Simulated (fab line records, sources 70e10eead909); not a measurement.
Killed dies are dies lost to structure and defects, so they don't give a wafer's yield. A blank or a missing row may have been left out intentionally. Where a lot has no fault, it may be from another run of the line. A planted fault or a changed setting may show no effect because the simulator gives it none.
Comparing a struck lot with a sound one    flow nandHarc    13 steps out of a route of 1159
Sound: the wafers L133.2, L133.4, L133.5. The struck wafers were L125.1, L125.2, L125.6. At the end, the cause is stated.
At each step with rows: each side's tool, then ch and its chambers, then its first start. Under that, the readings that differ: sound wafers    struck wafers    difference of the means    sigmas: that difference in standard deviations of wafers without a fault.
alike: a reading whose means differ by less than 2 such deviations, as well as words and numbers matching on both sides. not compared: withheld readings; readings where some wafer has no value; bounds like >300 that might hide an equal value; numbers whose values overlap and for which the record gives no deviation.
Wherever a step has rows on one side only, a row that says differs or no value, or a row with sigmas, the two part there. Numbers that don't overlap but have no deviation are shown without sigmas and don't part them. A reading missing from all wafers of one side parts the sides only when that side holds two or more wafers.

NHARC_A_STAIRCASE_ETCH_170: etches the open film in C4F6/O2, target depth 200 nm, time 66.667 s.
  sound: rieDiel-08 ch 0,1,3; struck: rieDiel-07 ch 0,1,2
reading                   sound        struck       difference  sigmas
drypumpMotorCurrentA (A)  6.0 6.4 6.4  4.7 4.8 5.1  -1.4        -3
  alike: chamberPressureMTorr, oesProductAu, rfVppV, showerheadPlenumPTorr, throttleValvePct
  not compared: rfHoursCounterH
NHARC_A_STAIRCASE_STRIP_171: strips in O2.
  sound on plasmaAsher-02 ch 1, day 14 22:42; struck on plasmaAsher-02 ch 0,1, day 12 16:50
  alike: drypumpMotorCurrentA, heaterPowerW
  not compared: rfHoursCounterH
then, 10 steps without rows for these wafers: NHARC_A_STAIRCASE_STRIP_172 (strips in SPM, time 900 s); NHARC_A_STAIRCASE_PRECLEAN_173 (cleans in SC1); NHARC_A_STAIRCASE_SRD_174; NHARC_A_STAIRCASE_DEHYDRATE_01 (time 120 s); NHARC_A_STAIRCASE_HMDS_02 (time 30 s); NHARC_A_STAIRCASE_COAT_03; NHARC_A_STAIRCASE_SOFTBAKE_04 (time 170 s); NHARC_A_STAIRCASE_EBR_05; NHARC_A_STAIRCASE_EXPOSE_06 (exposes mask STAIR); NHARC_A_STAIRCASE_PEB_07 (peb time 130 s).
NHARC_A_STAIRCASE_DEVELOP_08: time 140 s.
  struck on lithoTrack-02, day 12 18:00; sound on lithoTrack-05 ch 0, day 14 23:00
  no value came back on the struck wafers for chillPlateTempC (C), exhaustPa (Pa); on the sound wafers chillPlateTempC (C) reads 22.85 23.10 22.92

== WHERE THEY PART ==
Earliest at NHARC_A_STAIRCASE_ETCH_170; latest, in this record, at NHARC_A_STAIRCASE_DEVELOP_08.

WHY: what the simulator had put in
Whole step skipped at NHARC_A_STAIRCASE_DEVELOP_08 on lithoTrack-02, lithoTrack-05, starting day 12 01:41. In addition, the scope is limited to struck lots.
